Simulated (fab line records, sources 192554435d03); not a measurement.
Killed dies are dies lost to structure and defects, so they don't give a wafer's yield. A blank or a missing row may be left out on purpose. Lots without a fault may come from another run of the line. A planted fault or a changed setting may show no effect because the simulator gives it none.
fab line records | flow n5_finfet
record lots=24 wafers=72 last_day=22
route steps=1938 shown ILD0@344 SDB@373 DUMMY_REMOVAL@377 HKMG_FIN@413
lots that met no fault: from a run of the same line without faults
start_h: hours from the record's first day to the start of the lot's first wafer shown | wait_h: hours since the lot's step before | " the same as in the row above | L1.1+2: a row that stands for several wafers | - no value, or no start given | * or withheld: withheld | < > ~ a bound
route shown NAME@n: a module of which the file shows steps, and the number in the route of the first | usual: mean/standard deviation of fault-free wafers | same: alike in all rows | chamber/n: place in a boat | sites: the reading at each site | _std_site: their standard deviation | _edge_site: outer sites' mean less inner sites' | radius_mm: how far each site lies from the wafer's centre | mask NAME#n: copy n | behind: the tool/chamber that last shaped the wafer | hold: why the lot was held/for how many hours/how that ended | device: the transistor (n, p or np) that didn't switch | end of line: the same wafers' tests at the end of the route | a step without rows: its recipe alone | killed: dies lost to structure and defects at the first sort, not the wafer's yield | map: a wafer's dies, x killed, . not, _ none there
set.NAME: the setting as run; set.NAME@STEP: as run at that earlier step | model.NAME: the simulator's own value behind a step, which no gauge read
steps of the route over a sample of lots; a table a step, a row a wafer
services: from which hour (start_h, from the record's first day; less than 0 if before it) a tool's chamber was out of use, for how many hours, and why
## steps
# step N5_ILD0_CMP_12
# recipe stop_on=poly-Si material=SiNx t_overpolish_s=6 post_cmp_clean=alkaline_brush down_force_psi=2.5 platen_rpm=51.8 pad_velocity_m_s=1.0307 target_thk_nm=17.67
# usual motor_current_A=9.1/1.1 overpolish_run_s=5.998/0.0092 pad_life_wafers=860/560 retaining_ring_pressure_frac=1.000/0.0054 time_to_endpoint_s=29.1/2.2
# columns lot.wafer tool chamber start_h wait_h motor_current_A overpolish_run_s pad_life_wafers retaining_ring_pressure_frac time_to_endpoint_s
L074.3 cmp-01 3 65.74 1.1 10.3 5.980 1686 0.998 31.2
L074.1 " 1 " " 7.0 5.979 1688 1.012 26.5
L074.5 " 3 " " 10.5 5.995 - 0.999 27.6
L075.4 cmp-03 0 74.98 1.2 8.9 5.990 121 1.002 30.1
L075.2 " 1 " " 9.3 5.993 122 1.001 27.4
L075.5 " 0 " " 8.8 6.000 - 0.994 29.3
L076.4 cmp-03 2 76.97 0.1 8.2 5.987 135 0.999 31.3
L076.5 " 3 " " 9.6 6.018 - 1.004 29.0
L076.6 " 0 " " 8.8 6.000 - 1.010 31.5
L077.1 cmp-02 0 82.95 1.2 9.3 6.010 656 1.001 33.1
L077.4 " 1 " " 9.5 6.020 657 1.001 33.4
L077.6 " 3 " " 7.4 5.981 - 0.998 27.3
L078.4 cmp-02 1 89.15 1.2 9.1 5.999 705 1.005 29.6
L078.6 " 2 " " 9.4 5.996 - 1.001 27.9
L078.5 " 3 " " 7.4 6.002 - 1.002 23.9
L079.4 cmp-02 1 95.00 1.1 9.2 6.001 744 0.992 29.9
L079.3 " 3 " " 7.5 6.007 746 1.000 27.6
L079.1 " 0 " " 8.7 6.008 747 1.003 27.2
L080.3 cmp-02 0 100.83 1.2 9.0 6.001 799 0.998 27.4
L080.4 " 1 " " 9.4 6.003 800 0.989 29.6
L080.5 " 3 " " 7.8 6.012 - 0.990 27.0
L081.4 cmp-01 3 106.61 1.1 10.7 6.001 1968 0.999 28.8
L081.1 " 0 " " 9.2 5.999 1969 0.995 26.1
L081.2 " 2 " " 10.6 6.005 1971 0.992 29.0
L082.3 cmp-03 1 115.93 1.1 9.1 6.001 444 0.999 29.0
L082.1 " 3 " " 9.3 5.989 446 1.001 31.0
L082.6 " 2 " " 8.2 6.000 - 1.000 32.1
L083.3 cmp-02 2 123.70 1.2 10.4 5.991 1050 0.998 29.0
L083.4 " 3 " " 7.3 5.994 1051 0.991 30.0
L083.2 " 0 " " 8.7 5.988 1052 1.002 29.9
L084.4 cmp-01 0 126.11 1.2 9.3 5.988 2055 1.013 24.5
L084.6 " 1 " " 7.2 5.992 - 1.002 24.4
L084.5 " 2 " " 10.9 5.998 - 0.995 25.3
L085.1 cmp-02 2 133.04 1.2 10.1 6.000 1130 1.006 28.9
L085.2 " 3 " " 7.5 5.991 1131 1.003 27.9
L085.6 " 0 " " 9.1 5.986 - 1.004 30.1
L086.3 cmp-03 2 138.76 1.1 8.0 6.021 696 1.001 32.3
L086.5 " 2 " " 8.5 6.003 - 1.006 28.9
L086.6 " 3 " " 9.3 5.999 - 1.005 30.1
L087.4 cmp-01 1 144.26 1.2 7.2 5.990 85 0.998 26.4
L087.2 " 3 " " 10.6 6.000 87 1.006 29.1
L087.6 " 1 " " 7.1 6.004 - 0.996 27.1
L088.2 cmp-02 1 149.38 1.2 9.2 5.986 1268 0.992 32.0
L088.5 " 3 " " 7.8 5.990 - 0.993 30.5
L088.6 " 0 " " 8.8 6.003 - 0.995 31.3
L089.2 cmp-02 1 155.04 1.1 9.3 5.998 1308 1.003 32.3
L089.3 " 2 " " 10.5 5.987 1309 1.002 31.3
L089.1 " 0 " " 9.6 5.988 1311 0.997 29.0
L090.3 cmp-02 1 159.87 1.2 9.8 6.017 1352 1.003 31.8
L090.6 " 3 " " 8.0 5.999 - 1.002 30.0
L090.5 " 0 " " 9.0 5.989 - 0.999 30.4
L091.1 cmp-01 3 166.17 1.2 10.3 5.998 259 1.002 30.6
L091.3 " 0 " " 9.6 5.993 260 0.998 27.8
L091.2 " 1 " " 7.0 5.987 261 0.998 29.0
L092.2 cmp-01 0 172.47 1.2 9.5 5.995 314 0.998 30.2
L092.1 " 1 " " 7.3 6.005 315 0.991 25.8
L092.5 " 3 " " 10.8 5.993 - 1.008 28.7
L093.1 cmp-01 2 178.13 1.2 10.0 6.018 368 1.005 25.8
L093.4 " 3 " " 10.1 5.999 369 1.011 27.4
L093.5 " 0 " " 9.3 6.002 - 0.994 28.7
L094.1 cmp-01 3 184.89 1.1 9.9 6.000 432 1.003 29.5
L094.6 " 3 " " 9.9 6.000 - 1.004 30.5
L094.5 " 0 " " 9.3 5.989 - 0.990 26.8
L095.4 cmp-03 0 192.11 1.2 8.9 5.981 1140 0.999 29.4
L095.6 " 0 " " 9.0 6.002 - 1.003 31.3
L095.5 " 1 " " 9.7 5.991 - 1.007 31.4
L096.3 cmp-01 0 199.28 1.2 9.1 6.010 607 1.004 29.0
L096.4 " 1 " " 7.3 5.985 608 0.995 28.4
L096.6 " 0 " " 9.8 5.996 - 1.000 34.1
L097.3 cmp-03 1 208.21 1.1 9.3 5.995 1296 1.001 29.9
L097.4 " 2 " " 8.2 5.986 1297 1.003 31.4
L097.5 " 1 " " 9.5 5.995 - 0.996 29.3
# step N5_SDB_ALD_29
# recipe material=SiNx target_thk_a=300 temp_c=400 ald_precursor_family=SiH2I2 ald_co_reactant=N2/H2-plasma pulse_time_s=1 ald_cycles=600 purge_time_s=2 co_reactant_purge_time_s=2 pressure_torr=2
# usual heater_power_w=836/96 precursor_pulse_height_rel=0.998/0.02
# same purge_time_s=2
# columns lot.wafer tool chamber start_h wait_h heater_power_w precursor_pulse_height_rel
L074.1 ald_sin-02 1 67.50 0.0 811 1.023
L074.3 " 3 " " 807 1.022
L074.5 " 3 68.85 1.4 799 0.997
L075.2 ald_sin-04 2 76.86 0.0 747 1.000
L075.4 " 0 " " 864 0.999
L075.5 " 1 78.21 1.4 807 0.986
L076.4 ald_sin-03 3 79.96 1.6 859 0.985
L076.5 " 1 " " 756 0.993
L076.6 " 2 " " 1179 1.021
L077.1 ald_sin-04 1 84.44 0.0 815 1.017
L077.4 " 3 " " 960 0.980
L077.6 " 2 85.79 1.4 752 0.992
L078.4 ald_sin-02 3 90.63 0.0 803 0.967
L078.5 " 1 91.98 1.4 802 1.020
L078.6 " 2 " " 791 1.021
L079.1 ald_sin-02 3 97.75 0.8 779 0.976
L079.3 " 0 " " 785 1.000
L079.4 " 2 " " 795 1.007
L080.3 ald_sin-02 2 102.78 0.0 792 0.995
L080.4 " 0 " " 791 1.008
L080.5 " 2 104.13 1.4 781 0.952
L081.1 ald_sin-04 0 108.54 0.0 868 0.995
L081.2 " 2 " " 744 0.986
L081.4 " 3 " " 969 1.038
L082.1 ald_sin-04 0 117.70 0.0 885 0.979
L082.3 " 1 " " 793 1.000
L082.6 " 1 119.05 1.4 806 0.980
L083.2 ald_sin-02 1 125.97 0.3 813 0.973
L083.3 " 2 " " 803 0.949
L083.4 " 0 " " 803 1.003
L084.4 ald_sin-03 1 129.88 1.8 745 1.015
L084.5 " 2 " " 1075 1.010
L084.6 " 3 " " 837 0.995
L085.1 ald_sin-03 2 135.13 0.0 1073 0.967
L085.2 " 1 " " 747 1.006
L085.6 " 3 136.48 1.4 839 0.959
L086.3 ald_sin-04 2 141.02 0.0 767 1.005
L086.5 " 3 142.37 1.4 969 0.990
L086.6 " 0 " " 894 1.017
L087.2 ald_sin-02 0 146.22 0.0 808 1.020
L087.4 " 2 " " 787 0.973
L087.6 " 1 147.57 1.4 794 0.987
L088.2 ald_sin-04 3 151.19 0.0 991 0.983
L088.5 " 2 152.54 1.4 759 0.975
L088.6 " 3 " " 994 0.982
L089.1 ald_sin-04 3 157.04 0.0 975 1.002
L089.2 " 0 " " 881 0.996
L089.3 " 2 " " 752 0.999
L090.3 ald_sin-04 1 162.46 0.0 808 0.996
L090.5 " 1 163.81 1.4 807 0.981
L090.6 " 2 " " 764 0.992
L091.1 ald_sin-02 0 167.77 0.1 790 0.990
L091.2 " 1 " " 816 1.003
L091.3 " 2 " " 795 0.999
L092.1 ald_sin-04 2 175.22 0.0 760 1.003
L092.2 " 3 " " 979 0.973
L092.5 " 3 176.57 1.4 998 1.011
L093.1 ald_sin-03 3 179.75 0.0 832 0.994
L093.4 " 2 " " 1066 1.014
L093.5 " 0 181.11 1.4 799 1.017
L094.1 ald_sin-03 3 186.61 0.2 816 1.030
L094.5 " 2 187.96 1.5 1069 1.000
L094.6 " 3 " " 843 1.003
L095.4 ald_sin-02 0 194.06 0.0 780 1.014
L095.5 " 1 195.41 1.4 772 0.993
L095.6 " 0 " " 739 1.001
L096.3 ald_sin-02 2 200.90 0.1 794 0.997
L096.4 " 1 " " 764 1.039
L096.6 " 1 202.25 1.5 775 0.980
L097.3 ald_sin-03 0 210.38 0.1 817 0.997
L097.4 " 2 " " 1094 1.011
L097.5 " 3 211.73 1.4 844 0.989
# step N5_SDB_INSPECT_36
# recipe inspect_instrument=darkfield mode=post_cmp
# usual raw_defect_count=40/23
# columns lot.wafer tool chamber start_h wait_h raw_defect_count
L074.1 defect_inspect-02 - 70.75 0.0 22
L074.3 " - " " 53
L074.5 " - " " 37
L075.2 defect_inspect-01 - 79.91 0.0 44
L075.4 " - " " 47
L075.5 " - " " 41
L076.4 defect_inspect-01 - 81.66 0.0 37
L076.5 " - " " 45
L076.6 " - " " 34
L077.1 defect_inspect-01 - 87.49 0.0 13
L077.4 " - " " 16
L077.6 " - " " 18
L078.4 defect_inspect-02 - 93.69 0.0 30
L078.5 " - " " 27
L078.6 " - " " 29
L079.1 defect_inspect-02 - 100.81 0.0 52
L079.3 " - " " 18
L079.4 " - " " 38
L080.3 defect_inspect-02 - 105.84 0.0 26
L080.4 " - " " 29
L080.5 " - " " 37
L081.1 defect_inspect-01 - 111.59 0.0 31
L081.2 " - " " 27
L081.4 " - " " 33
L082.1 defect_inspect-02 - 120.75 0.0 26
L082.3 " - " " 17
L082.6 " - " " 56
L083.2 defect_inspect-01 - 129.07 0.0 19
L083.3 " - " " 39
L083.4 " - " " 24
L084.4 defect_inspect-02 - 131.58 0.0 72
L084.5 " - " " 38
L084.6 " - " " 83
L085.1 defect_inspect-02 - 138.30 0.0 26
L085.2 " - " " 27
L085.6 " - " " 21
L086.3 defect_inspect-01 - 144.07 0.0 23
L086.5 " - " " 17
L086.6 " - " " 18
L087.2 defect_inspect-01 - 149.27 0.0 33
L087.4 " - " " 41
L087.6 " - " " 50
L088.2 defect_inspect-01 - 154.24 0.0 33
L088.5 " - " " 40
L088.6 " - " " 35
L089.1 defect_inspect-01 - 160.09 0.0 31
L089.2 " - " " 21
L089.3 " - " " 23
L090.3 defect_inspect-02 - 165.52 0.0 14
L090.5 " - " " 24
L090.6 " - " " 7
L091.1 defect_inspect-02 - 170.83 0.0 33
L091.2 " - " " 44
L091.3 " - " " 53
L092.1 defect_inspect-02 - 178.27 0.0 26
L092.2 " - " " 78
L092.5 " - " " 36
L093.1 defect_inspect-02 - 182.81 0.0 70
L093.4 " - " " 134
L093.5 " - " " 92
L094.1 defect_inspect-01 - 189.66 0.0 82
L094.5 " - " " 125
L094.6 " - " " 103
L095.4 defect_inspect-01 - 197.12 0.0 27
L095.5 " - " " 48
L095.6 " - " " 38
L096.3 defect_inspect-02 - 203.95 0.0 36
L096.4 " - " " 30
L096.6 " - " " 45
L097.3 defect_inspect-01 - 213.45 0.0 27
L097.4 " - " " 36
L097.5 " - " " 85
# step N5_DUMMY_REMOVAL_HM_STRIP_01
# recipe chemistry=CH3F/O2 material=SiNx target_depth_a=40 stop_on=poly-Si time_s=6.8 over_etch_frac=0.3 ion_energy_ev=60 power_w=410 bias_w=29 Ar_flow_sccm=150 CH3F_flow_sccm=30 O2_flow_sccm=20
# usual CH3F_flow_sccm=30.01/0.085 drypump_motor_current_A=5.9/0.39 oes_product_au=0.65/0.068 rf_vpp_V=127.3/0.99 showerhead_plenum_p_Torr=2.00/0.062 throttle_valve_pct=16.31/0.18
# columns lot.wafer tool chamber start_h wait_h CH3F_flow_sccm drypump_motor_current_A oes_product_au rf_hours_counter_h rf_vpp_V showerhead_plenum_p_Torr throttle_valve_pct
L074.1 rie_diel-06 0 71.03 0.3 30.02 6.5 0.65 111 128.6 2.10 16.23
L074.3 " 3 " " 29.99 5.8 0.58 200 125.6 1.90 16.18
L074.5 " 1 " " 30.01 6.3 0.55 - 128.1 1.98 16.72
L075.2 rie_diel-06 1 80.20 0.3 30.06 6.3 0.54 237 127.4 1.98 16.73
L075.4 " 2 " " 30.19 5.5 0.68 76 127.7 2.03 16.20
L075.5 " 1 " " 30.03 6.3 0.55 - 127.5 1.98 16.73
L076.4 rie_diel-01 2 81.72 0.1 30.00 5.7 0.70 - 128.6 2.04 16.43
L076.5 " 1 " " 29.91 5.6 0.60 - 127.6 1.90 16.56
L076.6 " 0 " " 30.04 5.4 0.57 - 126.6 1.98 16.68
L077.1 rie_diel-06 0 87.53 0.0 30.04 6.5 0.65 116 129.0 2.10 16.24
L077.4 " 2 " " 29.99 5.5 0.68 79 126.4 2.03 16.22
L077.6 " 0 " " 30.02 6.5 0.64 - 128.4 2.10 16.25
L078.4 rie_diel-03 2 93.72 0.0 29.95 5.9 0.72 25 128.6 2.04 16.19
L078.5 " 3 " " 30.07 6.1 0.68 - 127.7 1.94 16.08
L078.6 " 2 " " 29.90 5.9 0.72 - 128.1 2.04 16.18
L079.1 rie_diel-01 1 100.84 0.0 30.02 5.6 0.60 209 127.3 1.90 16.58
L079.3 " 0 " " 29.90 5.4 0.57 242 127.2 1.98 16.69
L079.4 " 3 " " 30.01 6.1 0.80 2 128.6 2.05 16.05
L080.3 rie_diel-06 2 105.87 0.0 29.95 5.5 0.67 83 127.3 2.03 16.21
L080.4 " 1 " " 30.05 6.2 0.54 244 126.9 1.97 16.75
L080.5 " 0 " " 29.90 6.5 0.64 - 127.8 2.09 16.24
L081.1 rie_diel-01 2 111.63 0.0 30.17 5.7 0.70 51 128.7 2.03 16.43
L081.2 " 0 " " 29.97 5.4 0.57 245 127.5 1.98 16.70
L081.4 " 1 " " 30.04 5.6 0.59 213 126.1 1.90 16.58
L082.1 rie_diel-03 3 120.78 0.0 29.90 6.2 0.67 76 126.7 1.94 16.10
L082.3 " 2 " " 30.09 5.9 0.70 34 128.2 2.04 16.21
L082.6 " 1 " " 29.95 5.2 0.58 - 127.4 2.07 16.17
L083.2 rie_diel-01 2 129.10 0.0 29.86 5.7 0.68 57 126.7 2.03 16.45
L083.3 " 1 " " 29.97 5.6 0.60 218 126.5 1.90 16.60
L083.4 " 3 " " 30.10 6.1 0.76 - 128.1 2.04 16.06
L084.4 rie_diel-03 3 131.62 0.0 30.02 6.1 0.68 79 126.0 1.94 16.11
L084.5 " 1 " " 30.09 5.2 0.58 - 128.4 2.06 16.18
L084.6 " 2 " " 29.75 5.8 0.70 - 127.9 2.04 16.22
L085.1 rie_diel-01 1 138.34 0.0 29.97 5.6 0.59 223 126.2 1.90 16.60
L085.2 " 3 " " 29.99 6.1 0.75 14 128.5 2.04 16.06
L085.6 " 1 " " 30.02 5.6 0.59 - 128.0 1.90 16.61
L086.3 rie_diel-03 1 144.20 0.1 30.13 5.2 0.58 210 127.8 2.06 16.20
L086.5 " 2 " " 30.09 5.8 0.70 - 128.9 2.04 16.24
L086.6 " 1 " " 30.07 5.2 0.58 - 128.8 2.06 16.18
L087.2 rie_diel-03 0 149.37 0.1 30.04 6.0 0.73 29 126.5 1.96 16.39
L087.4 " 3 " " 30.17 6.1 0.67 85 128.1 1.94 16.11
L087.6 " 3 " " 30.13 6.2 0.67 - 126.7 1.94 16.11
L088.2 rie_diel-03 3 154.27 0.0 29.82 6.1 0.67 87 126.6 1.94 16.12
L088.5 " 1 " " 30.16 5.2 0.58 - 127.4 2.06 16.20
L088.6 " 0 " " 30.10 6.0 0.72 - 126.7 1.96 16.39
L089.1 rie_diel-01 3 160.22 0.1 30.04 6.1 0.74 22 127.7 2.04 16.09
L089.2 " 0 " " 30.06 5.4 0.76 7 125.8 1.97 16.24
L089.3 " 1 " " 29.93 5.6 0.59 230 125.7 1.89 16.60
L090.3 rie_diel-03 3 165.58 0.1 30.08 6.2 0.65 90 127.5 1.94 16.12
L090.5 " 0 " " 30.03 6.0 0.72 - 127.8 1.96 16.39
L090.6 " 1 " " 30.10 5.2 0.57 - 127.2 2.06 16.20
L091.1 rie_diel-06 3 170.94 0.1 29.99 5.8 0.56 229 126.5 1.89 16.24
L091.2 " 1 " " 30.11 6.3 0.78 8 125.4 1.97 16.29
L091.3 " 2 " " 30.01 5.5 0.65 103 128.5 2.02 16.25
L092.1 rie_diel-06 0 178.68 0.4 29.99 6.5 0.62 144 125.6 2.09 16.30
L092.2 " 3 " " 30.02 5.8 0.56 231 127.4 1.89 16.24
L092.5 " 2 " " 30.08 5.5 0.65 - 127.7 2.02 16.26
L093.1 rie_diel-03 1 182.84 0.0 30.18 5.2 0.57 221 127.5 2.06 16.22
L093.4 " 2 " " 29.97 5.9 0.68 53 126.4 2.03 16.24
L093.5 " 0 " " 30.08 6.0 0.71 - 127.3 1.96 16.41
L094.1 rie_diel-06 0 189.69 0.0 30.01 6.5 0.63 148 129.1 2.08 16.31
L094.5 " 1 " " 30.01 6.3 0.76 - 128.0 1.97 16.31
L094.6 " 0 " " 29.94 6.5 0.62 - 127.2 2.09 16.30
L095.4 rie_diel-03 1 197.26 0.1 29.90 5.2 0.57 227 128.0 2.06 16.22
L095.5 " 3 " " 29.99 6.1 0.66 - 127.6 1.93 16.14
L095.6 " 0 " " 30.15 6.0 0.71 - 127.1 1.96 16.43
L096.3 rie_diel-06 3 203.98 0.0 29.99 5.8 0.56 239 125.4 1.89 16.26
L096.4 " 0 " " 30.04 6.5 0.62 153 129.0 2.08 16.31
L096.6 " 2 " " 29.94 5.5 0.64 - 127.9 2.02 16.27
L097.3 rie_diel-03 2 213.65 0.2 29.95 5.9 0.67 63 126.8 2.03 16.26
L097.4 " 0 " " 29.91 6.0 0.70 49 126.3 1.96 16.43
L097.5 " 2 " " 30.11 5.9 0.67 - 128.4 2.03 16.26
# step N5_HKMG_FIN_CVD_62
# recipe material=a-Si target_thk_a=30 temp_c=500 precursor=Si2H6 pressure_torr=1 time_s=20.8
# usual heater_power_w=1392/200
# columns lot.wafer tool chamber start_h wait_h heater_power_w
L074.1 thermal_cvd_si-02 0 74.72 0.2 1455
L074.3 " 1 " " 1150
L074.5 " 2 " " 1776
L075.2 thermal_cvd_si-01 1 84.24 0.2 1278
L075.4 " 0 " " 1228
L075.5 " 1 " " 1283
L076.4 thermal_cvd_si-02 0 85.25 0.2 1445
L076.5 " 1 " " 1185
L076.6 " 2 " " 1768
L077.1 thermal_cvd_si-01 2 91.24 0.2 1385
L077.4 " 1 " " 1290
L077.6 " 2 " " 1441
L078.4 thermal_cvd_si-02 1 97.29 0.2 1160
L078.5 " 0 " " 1447
L078.6 " 2 " " 1729
L079.1 thermal_cvd_si-01 2 104.31 0.2 1436
L079.3 " 0 " " 1198
L079.4 " 0 " " 1215
L080.3 thermal_cvd_si-02 1 109.21 0.2 1143
L080.4 " 2 " " 1784
L080.5 " 1 " " 1143
L081.1 thermal_cvd_si-01 0 115.13 0.2 1215
L081.2 " 1 " " 1281
L081.4 " 2 " " 1418
L082.1 thermal_cvd_si-02 2 124.45 0.2 1805
L082.3 " 0 " " 1461
L082.6 " 0 " " 1503
L083.2 thermal_cvd_si-01 2 132.55 0.2 1458
L083.3 " 1 " " 1285
L083.4 " 0 " " 1215
L084.4 thermal_cvd_si-02 1 134.98 0.2 1180
L084.5 " 0 " " 1451
L084.6 " 2 " " 1760
L085.1 thermal_cvd_si-01 1 141.74 0.2 1280
L085.2 " 2 " " 1450
L085.6 " 2 " " 1470
L086.3 thermal_cvd_si-02 1 147.40 0.2 1176
L086.5 " 0 " " 1534
L086.6 " 1 " " 1174
L087.2 thermal_cvd_si-01 1 152.86 0.2 1297
L087.4 " 1 " " 1299
L087.6 " 2 " " 1458
L088.2 thermal_cvd_si-02 0 157.64 0.2 1470
L088.5 " 0 " " 1482
L088.6 " 2 " " 1774
L089.1 thermal_cvd_si-01 0 164.03 0.2 1214
L089.2 " 1 " " 1292
L089.3 " 2 " " 1404
L090.3 thermal_cvd_si-02 0 169.87 0.2 1453
L090.5 " 2 " " 1746
L090.6 " 0 " " 1493
L091.1 thermal_cvd_si-01 2 174.27 0.2 1464
L091.2 " 1 " " 1298
L091.3 " 0 " " 1216
L092.1 thermal_cvd_si-02 2 182.09 0.2 1725
L092.2 " 0 " " 1477
L092.5 " 0 " " 1475
L093.1 thermal_cvd_si-01 2 186.16 0.2 1439
L093.4 " 2 " " 1436
L093.5 " 0 " " 1190
L094.1 thermal_cvd_si-02 0 193.10 0.2 1487
L094.5 " 2 " " 1777
L094.6 " 0 " " 1441
L095.4 thermal_cvd_si-01 2 200.63 0.2 1474
L095.5 " 0 " " 1215
L095.6 " 1 " " 1301
L096.3 thermal_cvd_si-02 0 207.45 0.2 1474
L096.4 " 2 " " 1751
L096.6 " 1 " " 1159
L097.3 thermal_cvd_si-01 1 216.96 0.2 1275
L097.4 " 2 " " 1433
L097.5 " 1 " " 1297
# step N5_HKMG_FIN_STRIP_89
# recipe chemistry=N2/H2 material=SOC time_s=20 power_w=500 temp_c=40 pressure_mtorr=50 rf_frequency_hz=6e+07 bias_power_w=8 h2_frac=0.5 n2_flow_sccm=300 h2_flow_sccm=300
# usual drypump_motor_current_A=5.8/0.45 oes_product_au=0.77/0.099 rf_vpp_V=54.4/0.79 showerhead_plenum_p_Torr=3.38/0.13 throttle_valve_pct=19.2/0.31
# columns lot.wafer tool chamber start_h wait_h drypump_motor_current_A oes_product_au rf_hours_counter_h rf_vpp_V showerhead_plenum_p_Torr throttle_valve_pct
L074.1 rie_diel-02 1 78.01 0.0 5.8 0.78 132 54.8 3.50 18.9
L074.3 " 3 " " 5.7 0.80 111 54.0 3.25 19.1
L074.5 " 3 " " 5.6 0.80 - 52.9 3.25 19.2
L075.2 rie_diel-04 2 87.53 0.0 5.1 0.73 177 53.4 3.33 18.7
L075.4 " 1 " " 5.6 0.98 - 53.6 3.30 19.1
L075.5 " 2 " " 5.2 0.73 - 53.5 3.33 18.8
L076.4 rie_diel-02 1 88.23 0.0 5.8 0.77 135 53.6 3.50 18.9
L076.5 " 3 " " 5.6 0.79 - 53.5 3.24 19.2
L076.6 " 0 " " 5.6 0.73 - 53.8 3.22 18.7
L077.1 rie_diel-05 3 94.13 0.0 6.6 0.74 157 55.2 3.48 19.0
L077.4 " 1 " " 5.4 0.69 226 54.4 3.20 19.7
L077.6 " 3 " " 6.6 0.73 - 54.8 3.48 19.0
L078.4 rie_diel-05 2 100.27 0.0 5.8 0.72 195 54.8 3.46 19.2
L078.5 " 0 " " 6.3 0.68 - 55.4 3.46 19.6
L078.6 " 1 " " 5.4 0.68 - 55.4 3.20 19.6
L079.1 rie_diel-02 0 107.32 0.0 5.6 0.74 170 53.4 3.22 18.7
L079.3 " 2 " " 5.7 0.84 71 55.2 3.55 19.4
L079.4 " 1 " " 5.7 0.77 141 53.4 3.50 19.0
L080.3 rie_diel-05 2 112.26 0.0 5.8 0.72 199 55.4 3.46 19.1
L080.4 " 0 " " 6.4 0.68 250 53.3 3.45 19.7
L080.5 " 0 " " 6.3 0.68 - 55.4 3.45 19.6
L081.1 rie_diel-04 1 118.63 0.0 5.6 0.95 18 54.2 3.30 19.1
L081.2 " 2 " " 5.2 0.72 188 54.2 3.33 18.8
L081.4 " 3 " " 5.1 0.71 212 55.1 3.45 19.7
L082.1 rie_diel-04 0 127.53 0.0 6.1 0.69 239 54.0 3.19 19.3
L082.3 " 1 " " 5.6 0.94 21 53.7 3.29 19.1
L082.6 " 0 " " 6.1 0.69 - 55.3 3.19 19.2
L083.2 rie_diel-05 2 135.94 0.0 5.8 0.71 210 53.0 3.46 19.2
L083.3 " 1 " " 5.4 0.67 242 54.7 3.19 19.7
L083.4 " 2 " " 5.7 0.70 - 54.3 3.46 19.2
L084.4 rie_diel-02 3 137.95 0.0 5.6 0.78 130 54.3 3.24 19.2
L084.5 " 2 " " 5.7 0.82 - 55.8 3.54 19.4
L084.6 " 3 " " 5.6 0.77 - 54.2 3.24 19.2
L085.1 rie_diel-05 3 144.96 0.0 6.6 0.72 178 54.1 3.47 19.0
L085.2 " 1 " " 5.4 0.67 245 54.5 3.19 19.7
L085.6 " 0 " " 6.3 0.96 - 55.3 3.45 19.3
L086.3 rie_diel-05 1 150.46 0.0 5.4 0.68 247 53.3 3.19 19.7
L086.5 " 2 " " 5.8 0.71 - 54.2 3.46 19.2
L086.6 " 1 " " 5.4 0.67 - 55.1 3.19 19.7
L087.2 rie_diel-04 3 156.48 0.0 5.1 0.70 225 54.7 3.45 19.7
L087.4 " 0 " " 6.1 0.68 250 55.7 3.18 19.2
L087.6 " 3 " " 5.1 0.70 - 54.5 3.45 19.7
L088.2 rie_diel-02 3 160.66 0.0 5.6 0.77 140 53.9 3.23 19.2
L088.5 " 0 " " 5.6 0.72 - 54.6 3.21 18.8
L088.6 " 1 " " 5.8 0.74 - 55.4 3.49 19.0
L089.1 rie_diel-05 0 167.17 0.0 6.3 0.94 12 54.6 3.45 19.3
L089.2 " 3 " " 6.6 0.72 188 56.1 3.47 19.0
L089.3 " 2 " " 5.8 0.70 220 54.5 3.45 19.2
L090.3 rie_diel-05 0 172.89 0.0 6.3 0.91 15 54.1 3.44 19.3
L090.5 " 2 " " 5.8 0.71 - 54.2 3.45 19.2
L090.6 " 0 " " 6.3 0.92 - 54.7 3.44 19.3
L091.1 rie_diel-04 1 177.35 0.0 5.5 0.90 42 55.1 3.28 19.1
L091.2 " 0 " " 6.1 1.02 0 56.1 3.59 18.8
L091.3 " 3 " " 5.2 0.69 235 53.6 3.44 19.7
L092.1 rie_diel-04 2 185.32 0.0 5.2 0.70 214 54.0 3.31 18.8
L092.2 " 1 " " 5.6 0.89 44 55.2 3.28 19.2
L092.5 " 2 " " 5.2 0.69 - 53.8 3.31 18.8
L093.1 rie_diel-04 2 189.12 0.0 5.2 0.69 216 54.2 3.31 18.8
L093.4 " 3 " " 5.1 0.68 240 54.3 3.44 19.8
L093.5 " 3 " " 5.2 0.68 - 53.7 3.44 19.7
L094.1 rie_diel-04 1 196.21 0.0 5.6 0.89 49 53.9 3.28 19.2
L094.5 " 3 " " 5.1 0.69 - 54.0 3.44 19.8
L094.6 " 0 " " 6.1 0.97 - 55.2 3.59 18.9
L095.4 rie_diel-04 0 203.72 0.0 6.1 0.96 11 53.4 3.58 18.9
L095.5 " 3 " " 5.1 0.69 - 53.4 3.44 19.8
L095.6 " 0 " " 6.1 0.97 - 54.3 3.58 18.9
L096.3 rie_diel-05 1 210.45 0.0 5.4 0.94 12 54.6 3.59 19.3
L096.4 " 0 " " 6.3 0.89 28 52.8 3.44 19.3
L096.6 " 1 " " 5.4 0.93 - 54.7 3.59 19.3
L097.3 rie_diel-02 0 220.05 0.0 5.6 0.70 207 55.2 3.20 18.8
L097.4 " 3 " " 5.6 0.76 160 55.3 3.22 19.2
L097.5 " 3 " " 5.6 0.76 - 53.9 3.22 19.2
## services
# columns tool chamber start_h hours kind
thermal_cvd_si-01 - 57.99 1.3 repair
thermal_cvd_si-02 - 66.65 6.1 pm
cmp-01 - 69.52 5.3 pm
ald_sin-02 - 70.72 0.3 repair
cmp-01 - 74.85 1.1 repair
rie_diel-04 3 81.15 6.9 repair
rie_diel-03 - 82.64 0.7 repair
cmp-01 - 84.98 1.5 repair
cmp-01 - 87.00 1.8 repair
ald_sin-04 3 91.66 9.1 repair
thermal_cvd_si-01 1 95.31 7.1 repair
rie_diel-03 3 106.94 1.8 repair
cmp-01 - 115.21 8.2 repair
rie_diel-03 0 125.34 6.0 repair
rie_diel-05 1 126.71 2.8 repair
cmp-01 - 130.49 4.0 pm
rie_diel-05 2 144.20 3.8 repair
thermal_cvd_si-01 - 147.82 2.6 repair
cmp-02 - 163.22 4.0 repair
ald_sin-04 1 168.36 12.8 repair
ald_sin-02 3 170.47 2.3 repair
rie_diel-05 - 172.97 2.8 pm
thermal_cvd_si-01 - 188.37 6.1 pm
thermal_cvd_si-02 - 201.36 0.6 repair
## key
fault none
